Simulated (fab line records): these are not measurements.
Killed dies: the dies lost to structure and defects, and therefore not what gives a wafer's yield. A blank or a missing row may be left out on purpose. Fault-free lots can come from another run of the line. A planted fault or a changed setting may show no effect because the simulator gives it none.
fab line records	flow nand-harc
record: lots: 7	wafers: 21	last-day: 24
route steps=1159 shown A_CHANNEL_HOLE_D1@488 A_CHANNEL_FILL_D1@490 END@1159
lots that met no fault: taken from a fault-free run of the same line
start-h: hours from the record's first day to the start of the lot's first wafer shown	wait-h: hours from the lot's prior step to this one	" the same as in the row above	L1.1+2: a single row standing in for several wafers	- no value present, or no start provided	* or withheld: withheld	< > ~ a bound
route shown NAME@n: NAME is a module with steps in the file, n the number in the route of the first one	usual: mean/standard deviation taken from wafers without a fault	same: alike in all rows	chamber/n: place in a boat	sites: readings site by site	_std_site: how widely they spread, as a standard deviation	_edge_site: the outer-site mean with the inner-site mean subtracted	radius-mm: how far each site lies from the wafer's centre	mask NAME#n: copy n	behind: tool/chamber where the wafer was last shaped	hold: cause of the lot's hold/its duration in hours/its outcome	device: transistor that didn't switch, given as n, p or np	end of line: the route-end tests of the same wafers	for a step that has no rows: nothing shown but its recipe	killed: at the first sort, the dies lost to defects and structure; wafer yield is something else	map: per-die view of a wafer (x killed, . not killed, _ where there is no die)
set.NAME: the setting the step ran with; set.NAME@STEP: the setting that earlier step ran with	model.NAME: the simulator's own value behind a step, which no gauge read
certain route steps with their lots: each step a table, each wafer a row
services: when a tool's chamber went out of use (start-h, in hours from the record's first day, below 0 if earlier), for how many hours, and the reason
== steps ==
step: NHARC_A_CHANNEL_HOLE_D1_XSEM_31
recipe: landing-energy-ev: 35000
usual: bot-cd-nm: 74.0/1.7	bow-nm: 8.60/0.25	tilt-deg: 0.06/0.041
lot.wafer	tool	chamber	start-h	wait-h	bot-cd-nm	bow-nm	tilt-deg
L318.1	xsem-01	0	181.64	0.1	76.1	8.22	0.04
L318.3	"	0	"	"	74.5	8.25	0.05
L318.6	"	0	"	"	76.4	8.30	0.05
L325.1	xsem-01	0	227.53	0.1	71.1	8.64	0.04
L325.4	"	0	"	"	74.9	8.68	0.04
L325.6	"	0	"	"	74.6	8.72	0.03
L332.3	xsem-01	0	264.06	0.1	76.3	8.59	0.11
L332.5	"	0	"	"	77.3	8.44	0.11
L332.6	"	0	"	"	74.8	8.54	0.11
L331.1	xsem-02	0	266.34	0.1	74.4	8.56	0.11
L331.2	"	0	"	"	72.9	8.51	0.11
L331.6	"	0	"	"	74.4	8.55	0.11
L333.3	xsem-01	0	272.87	0.1	73.4	8.81	0.02
L333.4	"	0	"	"	69.1	8.74	0.02
L333.6	"	0	"	"	73.3	8.82	0.02
L338.1	xsem-02	0	316.45	0.1	72.4	8.92	-0.02
L338.5	"	0	"	"	71.8	8.98	-0.02
L338.6	"	0	"	"	70.9	8.98	-0.01
L339.1	xsem-02	0	324.79	0.1	74.5	8.70	0.09
L339.3	"	0	"	"	70.6	8.75	0.09
L339.6	"	0	"	"	72.3	8.76	0.09
step: NHARC_A_CHANNEL_HOLE_D1_INSPECT_40
usual: raw-defect-count: 60/16
lot.wafer	tool	chamber	start-h	wait-h	raw-defect-count
L318.1	defect-inspect-01	-	181.73	-	55
L318.3	"	-	"	"	50
L318.6	"	-	"	"	60
L325.1	defect-inspect-02	-	227.62	-	77
L325.4	"	-	"	"	51
L325.6	"	-	"	"	42
L332.3	defect-inspect-01	-	264.15	-	79
L332.5	"	-	"	"	60
L332.6	"	-	"	"	48
L331.1	defect-inspect-01	-	266.43	-	99
L331.2	"	-	"	"	75
L331.6	"	-	"	"	88
L333.3	defect-inspect-02	-	272.98	-	59
L333.4	"	-	"	"	43
L333.6	"	-	"	"	79
L338.1	defect-inspect-02	-	316.55	-	40
L338.5	"	-	"	"	48
L338.6	"	-	"	"	33
L339.1	defect-inspect-01	-	324.89	-	53
L339.3	"	-	"	"	56
L339.6	"	-	"	"	67
step: NHARC_A_CHANNEL_FILL_D1_PRECLEAN_00
recipe: time-s: *	temp-c: 50	bath-age-min: 0	chemistry: SC1
step: NHARC_A_CHANNEL_FILL_D1_SRD_01
step: NHARC_A_CHANNEL_FILL_D1_ALD_02
recipe: target-thk-a: 60	pulse-time-s: 10	ald-cycles: 60	temp-c: 300	material: SiO2
usual: heater-power-w: 471/46	precursor-pulse-height-rel: 0.998/0.02
lot.wafer	tool	chamber	start-h	wait-h	heater-power-w	precursor-pulse-height-rel
L318.1	ald-hk-01	0	181.93	-	552	0.998
L318.3	"	3	"	"	495	1.012
L318.6	"	1	"	"	481	1.015
L325.4	ald-hk-02	3	227.81	-	492	1.014
L325.1	"	1	"	"	474	0.978
L325.6	"	3	"	"	484	0.991
L332.3	ald-hk-04	0	264.35	-	425	1.013
L332.6	"	0	"	"	437	0.984
L332.5	"	1	"	"	406	1.006
L331.2	ald-hk-01	1	266.71	-	490	0.981
L331.1	"	2	"	"	431	0.996
L331.6	"	1	"	"	487	1.006
L333.3	ald-hk-01	2	273.18	-	443	1.022
L333.4	"	3	"	"	456	1.016
L333.6	"	2	"	"	430	0.998
L338.1	ald-hk-04	1	316.82	-	390	0.989
L338.5	"	0	"	"	442	0.981
L338.6	"	1	"	"	401	0.984
L339.3	ald-hk-01	0	325.10	-	519	1.008
L339.1	"	3	"	"	459	1.008
L339.6	"	1	"	"	480	0.994
step: NHARC_A_CHANNEL_FILL_D1_ALD_03
recipe: target-thk-a: 60	pulse-time-s: 60	ald-cycles: 58	temp-c: 630	pressure-torr: 2	material: SiNx
usual: chamber-pressure-Torr: 2.000/0.0045	precursor-pulse-height-rel: 1.000/0.02
lot.wafer	tool	chamber	start-h	wait-h	chamber-pressure-Torr	precursor-pulse-height-rel
L318.1	ald-sin-batch-01	0	-	-	2.005	1.009
L318.3	"	0	"	"	2.000	0.997
L318.6	"	0	"	"	1.995	0.995
L325.1	ald-sin-batch-01	0	-	-	2.000	0.982
L325.4	"	0	"	"	1.998	1.001
L325.6	"	0	"	"	1.997	0.947
L332.3	ald-sin-batch-01	0	-	-	2.000	1.006
L332.5	"	0	"	"	2.008	1.004
L332.6	"	0	"	"	2.009	0.994
L331.1	ald-sin-batch-02	0	-	-	1.995	0.959
L331.2	"	0	"	"	1.995	0.959
L331.6	"	0	"	"	1.999	1.023
L333.3	ald-sin-batch-02	0	-	-	2.007	0.991
L333.4	"	0	"	"	2.002	0.980
L333.6	"	0	"	"	2.004	0.981
L338.1	ald-sin-batch-01	0	-	-	1.993	1.012
L338.5	"	0	"	"	2.000	0.986
L338.6	"	0	"	"	2.002	0.969
L339.1	ald-sin-batch-01	0	-	-	2.003	1.025
L339.3	"	0	"	"	2.006	1.012
L339.6	"	0	"	"	1.995	1.024
step: NHARC_A_CHANNEL_FILL_D1_ALD_14
recipe: target-thk-a: 25	pulse-time-s: 10	ald-cycles: 25	temp-c: 300	material: SiO2
step: NHARC_A_CHANNEL_FILL_D1_ALD_15
recipe: target-thk-a: 20	pulse-time-s: 60	ald-cycles: 19	temp-c: 630	pressure-torr: 2	material: SiNx
usual: chamber-pressure-Torr: 2.000/0.0043	precursor-pulse-height-rel: 1.000/0.02
lot.wafer	tool	chamber	start-h	wait-h	chamber-pressure-Torr	precursor-pulse-height-rel
L318.1	ald-sin-batch-03	0	-	-	2.002	1.014
L318.3	"	0	"	"	1.998	1.013
L318.6	"	0	"	"	1.998	0.990
L325.1	ald-sin-batch-01	0	-	-	1.994	1.010
L325.4	"	0	"	"	1.991	0.979
L325.6	"	0	"	"	1.996	0.983
L332.3	ald-sin-batch-01	0	-	-	1.998	0.982
L332.5	"	0	"	"	2.003	1.027
L332.6	"	0	"	"	2.003	1.014
L331.1	ald-sin-batch-03	0	-	-	2.000	1.012
L331.2	"	0	"	"	2.003	1.012
L331.6	"	0	"	"	2.001	1.010
L333.3	ald-sin-batch-01	0	-	-	1.998	0.999
L333.4	"	0	"	"	1.996	0.998
L333.6	"	0	"	"	2.002	1.007
L338.1	ald-sin-batch-02	0	-	-	1.996	1.000
L338.5	"	0	"	"	1.988	1.012
L338.6	"	0	"	"	1.995	1.034
L339.1	ald-sin-batch-01	0	-	-	2.007	1.044
L339.3	"	0	"	"	2.001	1.034
L339.6	"	0	"	"	1.998	1.010
step: NHARC_A_CHANNEL_FILL_D1_ALD_16
recipe: target-thk-a: 15	pulse-time-s: 10	ald-cycles: 15	temp-c: 300	material: SiO2
usual: heater-power-w: 470/47	precursor-pulse-height-rel: 0.998/0.02
lot.wafer	tool	chamber	start-h	wait-h	heater-power-w	precursor-pulse-height-rel
L318.1	ald-hk-01	3	194.18	0.1	490	0.975
L318.3	"	1	"	"	476	0.995
L318.6	"	3	"	"	496	0.984
L325.4	ald-hk-01	2	242.54	0.0	431	1.000
L325.1	"	3	"	"	468	1.034
L325.6	"	2	"	"	428	0.979
L332.3	ald-hk-01	2	274.73	0.0	438	1.003
L332.6	"	2	"	"	429	1.026
L332.5	"	3	"	"	446	0.973
L331.1	ald-hk-02	0	279.87	1.1	422	0.995
L331.2	"	3	"	"	495	1.025
L331.6	"	0	"	"	408	0.991
L333.4	ald-hk-04	3	286.07	0.2	471	1.017
L333.3	"	0	"	"	440	1.009
L333.6	"	1	"	"	389	1.015
L338.1	ald-hk-01	1	329.01	0.1	498	1.003
L338.6	"	3	"	"	453	0.971
L338.5	"	0	"	"	518	1.022
L339.3	ald-hk-04	2	339.52	0.1	544	0.982
L339.1	"	3	"	"	480	0.992
L339.6	"	3	"	"	471	1.024
step: NHARC_A_CHANNEL_FILL_D1_ANNEAL_17
recipe: temp-c: 850	time-s: 1800
step: NHARC_A_CHANNEL_FILL_D1_CVD_18
recipe: target-thk-a: 30	temp-c: 550	material: poly-Si
step: NHARC_A_CHANNEL_FILL_D1_ETCHBACK_19
recipe: target-depth-a: 50	time-s: 1.7	hbr-flow-sccm: 150	cl2-flow-sccm: 50	rf-w: 400	icp-w: 400	bias-w: 100	chemistry: HBr/Cl2
step: NHARC_A_CHANNEL_FILL_D1_ETCHBACK_20
recipe: target-depth-a: 270	time-s: 13.5	c4f8-flow-sccm: withheld	o2-flow-sccm: 8	ar-flow-sccm: withheld	rf-w: 600	bias-w: 1500	chemistry: C4F8/O2/Ar
usual: oes-product-au: 0.97/0.037	rf-vpp-V: 979/4.6	run-length-s: 34.6/0.49
lot.wafer	tool	chamber	start-h	wait-h	oes-product-au	rf-hours-counter-h	rf-vpp-V	run-length-s
L318.1	rie-diel-07	0	205.94	-	0.94	3	976	34.3
L318.3	"	3	"	"	0.93	3	984	35.6
L318.6	"	0	"	"	0.92	-	976	34.6
L325.1	rie-diel-07	0	254.48	-	0.99	0	977	34.4
L325.4	"	3	"	"	1.01	0	985	35.2
L325.6	"	0	"	"	0.98	-	978	34.1
L332.3	rie-diel-07	1	286.61	-	0.93	1	979	34.8
L332.5	"	3	"	"	0.93	-	984	35.5
L332.6	"	2	"	"	0.93	-	977	29.4
L331.2	rie-diel-07	3	292.13	-	1.01	1	984	35.2
L331.1	"	1	"	"	1.00	2	977	34.9
L331.6	"	2	"	"	1.00	-	978	29.5
L333.3	rie-diel-07	2	299.88	-	1.02	2	978	34.3
L333.4	"	1	"	"	1.00	-	977	30.6
L333.6	"	3	"	"	1.00	-	984	30.5
L338.1	rie-diel-06	2	341.17	-	1.01	3	988	34.0
L338.6	"	1	"	"	0.99	-	983	34.4
L338.5	"	2	"	"	1.00	-	989	34.2
L339.3	rie-diel-12	0	348.51	-	0.91	26	982	35.0
L339.1	"	1	"	"	0.90	25	972	34.6
L339.6	"	2	"	"	0.94	-	976	35.2
step: NHARC_A_CHANNEL_FILL_D1_STRIP_28
recipe: time-s: 20	o2-flow-sccm: 500	ar-flow-sccm: 0	bias-w: 0	chemistry: O2
step: NHARC_END_SORT_01
recipe: temp-c: 25
usual: killed-at-array: 27/10	killed-at-other: 0.6/0.83	killed-at-periphery: 2.4/1.8	killed-dies: 30/10	killed-open: 3.3/1.7	killed-short: 1.8/1.4
same: gross-dies: 677
lot.wafer	tool	chamber	start-h	wait-h	killed-at-array	killed-at-other	killed-at-periphery	killed-dies	killed-open	killed-short
L332.3	prober-01	0	503.50	7.1	25	1	2	28	2	2
L332.6	prober-01	0	505.88	7.9	585	0	1	586	5	1
L331.6	prober-02	0	513.13	4.0	602	2	1	605	4	2
L333.4	prober-02	0	524.56	3.4	556	0	1	557	4	0
L333.6	prober-02	0	526.17	4.0	584	0	5	589	4	3
killed by level:class
L332.3 A_CHANNEL_HOLE_D1:chamber-film-flake=10 A_CONTACT:chamber-film-flake=7 A_STAIRCASE:chamber-film-flake=5 P_GATE:geometric-particle:open=1 A_CONTACT:geometric-particle:short=1 A_CONTACT:geometric-particle:open=1 A_BLC:geometric-particle:short=1 P_GATE:chamber-film-flake=1
L332.6 A_CHANNEL_FILL_D1:area-etchback=571 A_CONTACT:chamber-film-flake=4 A_CHANNEL_HOLE_D1:chamber-film-flake=3 A_STAIRCASE:chamber-film-flake=2 P_M0:geometric-particle:open=1 A_ONON_D1:geometric-particle:short=1 A_CHANNEL_HOLE_D1:geometric-particle:open=1 A_SGD_CUT:geometric-particle:open=1
L331.6 A_CHANNEL_FILL_D1:area-etchback=573 A_CHANNEL_HOLE_D1:chamber-film-flake=17 A_CONTACT:chamber-film-flake=4 A_STAIRCASE:chamber-film-flake=3 A_CONTACT:geometric-particle:open=2 P_CONTACT:geometric-particle:open=1 A_CHANNEL_FILL_D1:geometric-particle:short=1 A_CHANNEL_FILL_D1:chamber-film-flake=1
L333.4 A_CHANNEL_FILL_D1:area-etchback=535 A_CHANNEL_HOLE_D1:chamber-film-flake=13 A_CONTACT:geometric-particle:open=2 A_STAIRCASE:chamber-film-flake=2 A_WL_FILL:geometric-particle:open=1 A_M0:geometric-particle:open=1 P_STI:chamber-film-flake=1 A_CONTACT:chamber-film-flake=1
L333.6 A_CHANNEL_FILL_D1:area-etchback=550 A_CHANNEL_HOLE_D1:chamber-film-flake=22 A_STAIRCASE:chamber-film-flake=6 A_CONTACT:geometric-particle:open=2 P_STI:chamber-film-flake=2 P_STI:geometric-particle:short=1 P_M0:geometric-particle:open=1 A_WL_FILL:geometric-particle:open=1
map L331.6 (x killed, . not)
____________.____________
_________x.x.x.._________
_______x..xxxxx..x_______
______.xxxxxxxx...x______
_____xxxxxxx.xxx..x._____
____...xxxxxx.xxxx.xx____
____.xx.x.xxxxxxx.xxx____
___xxxxxxxxxxxxxxxxx..___
___.xxxxxxxxxxxxx.x.xx___
__xxxx.xxxxxxxxxxxxxx.x__
__xxxxxxxxxxxxxxxxxxxx.__
_x.xxxxxxxxxxxxxx.xxxxx._
_xxxx.xxxxxxxxxxxxxxxx.x_
_xxxxxxxxxxxxxxxxxxx.xxx_
_xxxxxxxxxxxxxxxxxxxxxxx_
_xxxx.xxxxxxxxxxx.xxxxxx_
xxxxxxx.xxxxxxxxxxxxxxxx.
..xxxxxxxxxxxxxxxxx.xxxx.
x.xxxxxxxxxxxxxxxx.xxx..x
xxxxxxxxxxxxxxxxxxxxxxxx.
.xxxxxxxxxxxxxxxxxxxxxxxx
_xxxxxxxxxxxxxxxxxxxxxxx_
_x.xxxxxxx.xxxxxxxxxxxx._
_x.xxxxxxxxxxxxxxxxxxxxx_
_xxxxxxxxxxxxxxxxxxxxxxx_
_xxxxxxxxxxxxxxxxxx.xxx._
__xxxxxxxxxxxxxxxxxxxx.__
__xxxxxxxxxxxx.xxxxx.xx__
___xxxxxxxxxxxxxxxx.xx___
___x.xxxxxxxxxxxxxx.xx___
____xxxxxxxxxxx.xxxx.____
____xxxxxxxxxxxxx.xxx____
_____xxxxxxxxxxxxxxx_____
______xxxxxxxxxxxxx______
_______xxxxxxxxxxx_______
_________xx.x.x._________
____________x____________
map L332.6 (x killed, . not)
____________.____________
_________xxx...._________
_______.xx..x.xx.x_______
______xxxxxx.x.x...______
_____.xx..xxxxxxx.xx_____
____xxx.xxx.xxxxxx..x____
____xxxxxxxxxxxxxxxx.____
___x.x.xxx.xx.xxxxxxx.___
___xxxxxxxxxxxx.xxx.x.___
__xxxxxxxxxxxxxxxxxxxx.__
__xxx.xxxxxxxxxxxxxxxxx__
_xxx.xxxxxxxxxxxxxxxx..x_
_.xxxxxxxxxxxxxxxxxxx..._
_xxxxxxxxxxxxxxxxxxx.xxx_
_xxx.xxxxxxxxxxxxxxxx.xx_
_xx.xxxxxxxxxxxxx.xxxxx._
xx.xxxxxxxxxxxxxxxxxxxxx.
..xxxxxxxxxxxxxxxx.xxxxx.
xxxxxxxxxxxxxxxxxxxx.xx.x
xxxxxxxxxxxxxxxxxxxxx.xx.
.x.xxxxxxxxxxxxxxxxxxxxxx
_xxxxxxxxxxxxxxxxxxxxxx._
_..xxxxxxxxxxxxxxxxx.xxx_
_xxxxxxxxxxxxxxxxxxxxxxx_
_xxxxxxxxxxxxxxxx.xxxx.x_
_xx.xxxxxxxxxxxxxxxx...._
__x.xxxxxxxxxxxxxxxx.x.__
__xxxxxxxxxxxxxxxxxxxxx__
___xxxxxxxxxxx.xxxxxxx___
___xx..xxxxxxxxx.xxx..___
____xxxxxxxxxxxxxxx.x____
____xxxxxxxxxxxxxx.x.____
_____xxxxxxxxxxxxxx._____
______xx.xxxxxx..xx______
_______x.xx.xx.xx._______
_________.xxxxxx_________
____________x____________
== services ==
tool	chamber	start-h	hours	kind
xsem-01	-	159.64	0.4	repair
rie-diel-07	1	160.05	3.6	repair
ald-hk-01	-	162.88	2.1	repair
ald-hk-02	-	165.07	0.7	repair
rie-diel-12	3	170.63	10.5	repair
ald-hk-04	-	186.00	10.0	pm
rie-diel-06	-	188.85	0.9	repair
rie-diel-12	3	202.17	20.3	repair
rie-diel-12	-	202.40	9.0	pm
rie-diel-07	2	204.77	2.1	repair
rie-diel-06	0	223.46	7.6	repair
rie-diel-07	-	228.20	9.0	pm
ald-hk-01	-	231.53	10.0	pm
rie-diel-06	-	241.20	9.0	pm
rie-diel-07	3	256.00	18.3	repair
rie-diel-07	0	276.53	24.4	repair
ald-hk-02	-	280.14	10.0	pm
rie-diel-12	-	289.10	1.1	repair
xsem-02	-	302.00	14.0	pm
ald-sin-batch-03	-	314.00	26.0	pm
ald-hk-01	-	325.71	0.7	repair
rie-diel-06	0	335.51	3.5	repair
rie-diel-07	0	337.43	3.2	repair
rie-diel-06	1	339.23	1.5	repair
== key ==
first-sign: step: NHARC_A_CHANNEL_FILL_D1_ETCHBACK_20	reading: run-length-s	direction: down	sigmas: 9.5	usual: *	struck: *
effect: step: NHARC_END_SORT_01	reading: killed-at-array	direction: up	sigmas: 54	usual: 27	struck: 582
more-kills-born-at: NHARC_A_CHANNEL_FILL_D1_ETCHBACK_20@rie-diel-07: 2229
met-at NHARC_A_CHANNEL_FILL_D1_ETCHBACK_20
struck-wafers L331.6,L332.6,L333.4,L333.6
later-rows-left-out L331.6,L332.6,L333.4,L333.6
tester-left-out L331,L332,L333
onset-between 254.48 286.61
fault: kind: process-parameter-drift	tool: rie-diel-07	chamber: -	onset-h: 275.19	steps: NHARC_A_CHANNEL_FILL_D1_ETCHBACK_20	channel: time-s	offset: *	shape: step	end-h: 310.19	scope: struck-wafers-only	acts-in: *	stated: *
tester-left-out: of these lots the tester's yield and bins aren't shown, on N5 and GAA mostly nor the transistor test; their killed dies are dies lost to structure and defects alone, not to doping, threshold or leakage, so they don't give the yield
later-rows-left-out: the simulator's readings of these wafers behind a module that went badly wrong aren't trusted and aren't shown, but for the sort
